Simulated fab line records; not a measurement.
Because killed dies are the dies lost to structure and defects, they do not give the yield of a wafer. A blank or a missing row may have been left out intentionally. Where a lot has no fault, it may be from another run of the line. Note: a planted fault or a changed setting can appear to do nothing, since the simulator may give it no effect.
fab line records | flow n5-finfet | part 2 of 2: steps 5 to 6 of 6
[record] lots = 21 wafers = 63 last-day = 17
route steps=1938 shown BEOL_M8@1348 BEOL_M9@1415
lots untouched by any fault: they come from a run of this same line in which no faults occurred
start-h: hours from the record's first day to the start of the lot's first wafer shown | wait-h: time in hours since the lot's previous step | " repeats the value in the row above | L1.1+2: one row covering several wafers at once | - either no value or no given start | * or withheld: withheld | < > ~ a bound
route shown NAME@n: names a module that has steps shown in the file, with the first one's number in the route | usual: mean and standard deviation over wafers with no fault | same: alike in all rows | chamber/n: place in a boat | sites: each site's reading | _std_site: standard deviation across them | _edge_site: inner sites' mean taken away from outer sites' mean | radius-mm: how far each site lies from the wafer's centre | mask NAME#n: copy n | behind: tool/chamber where the wafer was last shaped | hold: what put the lot on hold/how long, in hours/how the hold closed | device: transistor that didn't switch, given as n, p or np | end of line: at the end of the route, the tests of the same wafers | step lacking rows: just its recipe | killed: count of dies lost to structure and defects at first sort (not the wafer's yield) | map: a wafer's dies, x killed, . not, _ none there
set.NAME: setting as actually run; set.NAME@STEP: the setting as run at that earlier step | model.NAME: the simulator's own value behind a step, which no gauge read
one table for each step of the route and one row for each wafer, over a sample of lots
services: from which hour (start-h, from the record's first day; less than 0 if before it) a tool's chamber was out of use, for how many hours, and why
[[steps]]
[step N5_BEOL_M8_STRIP_80]
[recipe] chemistry = N2/H2 time-s = 10 power-w = 450 temp-c = 40 pressure-mtorr = 20 rf-frequency-hz = 6e+07 bias-power-w = 7 n2-flow-sccm = 200 h2-flow-sccm = 200
[usual] bias-power-w = 6.997/0.019 drypump-motor-current-A = 5.7/0.34 h2-flow-sccm = 200.0/0.57 oes-product-au = 0.80/0.077 rf-vpp-V = 59.2/0.9 showerhead-plenum-p-Torr = 2.58/0.078 throttle-valve-pct = 23.7/0.35
// columns lot.wafer tool chamber start-h wait-h bias-power-w drypump-motor-current-A h2-flow-sccm oes-product-au rf-hours-counter-h rf-vpp-V showerhead-plenum-p-Torr throttle-valve-pct
L074.2 rie-diel-04 0 - - 7.008 6.2 200.0 0.86 50 59.2 2.59 23.7
L074.3 " 3 " " 6.971 6.1 200.6 0.78 86 59.8 2.44 23.3
L074.4 " 2 " " 6.936 5.5 199.2 0.70 201 59.6 2.63 23.4
L076.3 rie-diel-04 3 - - 6.997 6.2 200.2 0.79 87 58.6 2.44 23.3
L076.4 " 2 " " 6.990 5.5 200.2 0.70 202 59.3 2.63 23.5
L076.6 " 3 " " 7.001 6.2 200.1 0.78 - 58.8 2.44 23.3
L075.1 rie-diel-01 3 - - 6.992 5.6 201.2 0.84 75 60.4 2.57 23.8
L075.5 " 0 " " 6.995 5.1 200.1 0.86 - 58.8 2.62 23.8
L075.6 " 3 " " 6.973 5.5 200.1 0.84 - 59.9 2.57 23.8
L078.1 rie-diel-01 1 - - 7.025 5.6 200.4 0.73 213 59.8 2.63 24.4
L078.5 " 0 " " 6.979 5.1 201.0 0.84 - 58.6 2.62 23.8
L078.6 " 3 " " 6.981 5.5 200.1 0.82 - 59.1 2.56 23.8
L077.3 rie-diel-04 1 - - 6.997 5.4 200.1 0.68 229 59.7 2.50 23.2
L077.4 " 3 " " 7.005 6.2 198.8 0.77 98 59.2 2.44 23.3
L077.6 " 3 " " 7.009 6.2 199.2 0.78 - 58.8 2.44 23.3
L079.2 rie-diel-06 3 - - 6.953 6.1 199.7 0.80 122 58.2 2.55 23.4
L079.4 " 3 " " 7.013 6.0 200.0 0.81 - 59.7 2.55 23.4
L079.6 " 2 " " 6.990 5.7 199.6 0.80 - 59.2 2.54 23.7
L080.4 rie-diel-01 3 - - 7.004 5.5 199.3 0.80 93 60.2 2.56 23.8
L080.5 " 0 " " 7.000 5.1 200.2 0.83 - 57.7 2.62 23.9
L080.6 " 3 " " 7.017 5.5 200.0 0.81 - 60.3 2.56 23.8
L083.1 rie-diel-01 3 - - 6.971 5.5 199.8 0.80 94 58.8 2.56 23.8
L083.3 " 1 " " 7.005 5.6 199.7 0.72 223 60.4 2.63 24.4
L083.5 " 3 " " 6.989 5.5 199.7 0.80 - 58.4 2.56 23.8
L081.1 rie-diel-01 0 - - 7.007 5.1 199.3 0.82 60 58.9 2.62 23.9
L081.2 " 1 " " 6.997 5.6 199.3 0.72 223 60.1 2.63 24.4
L081.5 " 0 " " 7.020 5.1 199.6 0.83 - 57.7 2.62 23.9
L082.1 rie-diel-01 3 - - 6.992 5.5 199.3 0.80 96 61.1 2.56 23.8
L082.3 " 0 " " 6.998 5.2 201.1 0.83 63 60.3 2.61 23.9
L082.5 " 3 " " 6.988 5.6 200.1 0.81 - 60.5 2.56 23.8
L085.1 rie-diel-01 3 - - 7.009 5.6 199.7 0.81 98 58.7 2.56 23.8
L085.4 " 0 " " 6.961 5.1 199.8 0.82 66 59.2 2.61 23.9
L085.5 " 0 " " 7.007 5.1 200.6 0.82 - 59.9 2.61 23.9
L084.3 rie-diel-06 3 - - 6.993 6.1 200.1 0.79 132 58.4 2.54 23.4
L084.4 " 0 " " 6.986 5.6 200.8 0.80 82 57.9 2.49 23.7
L084.5 " 2 " " 6.996 5.7 200.2 0.79 - 58.2 2.53 23.7
L086.2 rie-diel-01 0 - - 7.017 5.1 199.9 0.81 71 59.4 2.61 23.9
L086.5 " 0 " " 6.990 5.1 199.4 0.81 - 59.1 2.61 23.9
L086.6 " 1 " " 6.988 5.6 199.9 0.71 - 59.8 2.62 24.4
L088.2 rie-diel-04 2 - - 6.986 5.5 200.8 0.68 232 59.8 2.62 23.5
L088.4 " 2 " " 7.015 5.5 200.0 0.68 - 59.2 2.62 23.5
L088.6 " 1 " " 7.024 5.4 200.5 0.67 - 60.1 2.49 23.2
L087.1 rie-diel-01 0 - - 6.986 5.1 201.0 0.81 75 59.5 2.61 23.9
L087.4 " 2 " " 7.012 5.9 199.6 0.90 29 57.7 2.71 23.9
L087.5 " 2 " " 7.004 5.9 199.4 0.90 - 60.0 2.71 23.9
L090.3 rie-diel-06 2 - - 7.002 5.7 199.7 0.78 129 61.6 2.53 23.7
L090.5 " 2 " " 6.998 5.7 200.2 0.79 - 59.5 2.53 23.7
L090.6 " 1 " " 6.978 6.0 199.7 0.91 - 59.9 2.58 23.4
L089.2 rie-diel-01 1 - - 6.979 5.6 200.4 0.71 241 58.1 2.62 24.4
L089.4 " 3 " " 6.993 5.5 198.9 0.79 110 59.8 2.55 23.8
L089.6 " 1 " " 6.990 5.6 200.5 0.71 - 58.6 2.62 24.4
L091.1 rie-diel-01 3 - - 6.993 5.5 198.8 0.79 112 59.0 2.55 23.8
L091.2 " 2 " " 6.963 5.8 199.4 0.89 33 57.7 2.70 23.9
L091.6 " 0 " " 6.993 5.1 200.1 0.80 - 58.3 2.61 23.9
L094.1 rie-diel-04 1 - - 6.966 5.4 200.8 0.94 2 58.2 2.48 23.0
L094.2 " 3 " " 6.980 6.1 200.1 0.74 133 57.5 2.42 23.3
L094.4 " 0 " " 7.003 6.2 198.7 0.82 91 58.8 2.57 23.7
L097.1 rie-diel-01 2 - - 7.012 5.8 199.8 0.86 48 60.2 2.70 23.9
L097.2 " 0 " " 7.005 5.1 199.7 0.79 95 58.4 2.60 23.9
L097.6 " 1 " " 7.036 5.6 198.6 1.00 - 60.6 2.62 24.1
L096.1 rie-diel-04 1 - - 7.035 5.4 199.1 0.92 6 58.5 2.48 23.0
L096.2 " 0 " " 6.988 6.2 200.6 0.80 99 59.8 2.57 23.7
L096.3 " 3 " " 6.987 6.2 200.0 0.74 140 60.0 2.42 23.4
[step N5_BEOL_M9_OVL_MEAS_12]
[recipe] points-per-wafer = 44
[usual] M9_OVL = 0.1/0.78
// columns lot.wafer tool chamber start-h wait-h M9_OVL[nm]
L074.2 overlay-02 0 203.75 0.0 -0.1
L074.3 " 0 " " -0.4
L074.4 " 0 " " -0.5
L076.3 overlay-02 0 205.45 0.0 -0.7
L076.4 " 0 " " 0.3
L076.6 " 0 " " -1.1
L075.1 overlay-01 0 210.90 0.0 0.7
L075.5 " 0 " " 1.0
L075.6 " 0 " " 1.5
L078.1 overlay-02 0 232.19 0.0 0.0
L078.5 " 0 " " -1.2
L078.6 " 0 " " 0.5
L077.3 overlay-01 0 239.64 0.0 -0.6
L077.4 " 0 " " 0.5
L077.6 " 0 " " 0.4
L079.2 overlay-02 0 242.09 0.0 0.0
L079.4 " 0 " " 0.1
L079.6 " 0 " " -0.3
L080.4 overlay-02 0 254.19 0.0 0.6
L080.5 " 0 " " 0.7
L080.6 " 0 " " -0.3
L083.1 overlay-02 0 258.72 0.0 0.8
L083.3 " 0 " " 1.3
L083.5 " 0 " " 1.3
L081.1 overlay-01 0 258.92 0.0 -1.5
L081.2 " 0 " " 0.1
L081.5 " 0 " " -0.1
L082.1 overlay-02 0 263.47 0.0 -1.2
L082.3 " 0 " " -0.2
L082.5 " 0 " " -0.4
L085.1 overlay-02 0 271.15 0.0 0.3
L085.4 " 0 " " -0.8
L085.5 " 0 " " 0.3
L084.3 overlay-02 0 275.61 0.0 0.1
L084.4 " 0 " " -0.4
L084.5 " 0 " " 0.0
L086.2 overlay-01 0 286.25 0.0 1.1
L086.5 " 0 " " 0.4
L086.6 " 0 " " 1.4
L088.2 overlay-02 0 290.22 0.0 0.9
L088.4 " 0 " " 0.6
L088.6 " 0 " " 0.9
L087.1 overlay-01 0 299.14 0.0 -0.3
L087.4 " 0 " " 0.0
L087.5 " 0 " " 0.8
L090.3 overlay-01 0 302.82 0.0 0.2
L090.5 " 0 " " 0.2
L090.6 " 0 " " -0.2
L089.2 overlay-02 0 305.74 0.0 -0.2
L089.4 " 0 " " -0.4
L089.6 " 0 " " -0.4
L091.1 overlay-02 0 309.32 0.0 -1.5
L091.2 " 0 " " -1.6
L091.6 " 0 " " -1.2
L094.1 overlay-02 0 331.53 0.0 -0.6
L094.2 " 0 " " 0.6
L094.4 " 0 " " 0.7
L097.1 overlay-02 0 344.49 0.0 2.2
L097.2 " 0 " " 1.9
L097.6 " 0 " " 2.4
L096.1 overlay-02 0 347.48 0.0 0.8
L096.2 " 0 " " 0.3
L096.3 " 0 " " 0.1
[[services]]
// columns tool chamber start-h hours kind
rie-diel-01 1 173.91 5.0 repair
rie-diel-06 1 187.11 16.2 repair
rie-diel-01 2 201.16 - clean
rie-diel-01 2 201.16 - consumable-replace:focus-ring
rie-diel-01 2 201.16 - consumable-replace:showerhead
rie-diel-01 2 201.16 13.0 scheduled-down
rie-diel-01 2 201.16 13.0 vent-cycle
rie-diel-04 1 204.77 9.1 repair
rie-diel-06 3 242.09 1.5 repair
rie-diel-06 0 242.48 1.3 repair
rie-diel-04 0 276.72 15.8 repair
rie-diel-04 3 290.02 5.1 repair
rie-diel-04 2 293.54 9.1 repair
rie-diel-04 1 302.68 - clean
rie-diel-04 1 302.68 - consumable-replace:focus-ring
rie-diel-04 1 302.68 12.8 scheduled-down
rie-diel-04 1 302.68 12.8 vent-cycle
rie-diel-01 1 325.37 - clean
rie-diel-01 1 325.37 - consumable-replace:focus-ring
rie-diel-01 1 325.37 12.6 scheduled-down
rie-diel-01 1 325.37 12.6 vent-cycle
rie-diel-04 3 327.77 1.6 repair
rie-diel-04 2 340.26 - clean
rie-diel-04 2 340.26 - consumable-replace:focus-ring
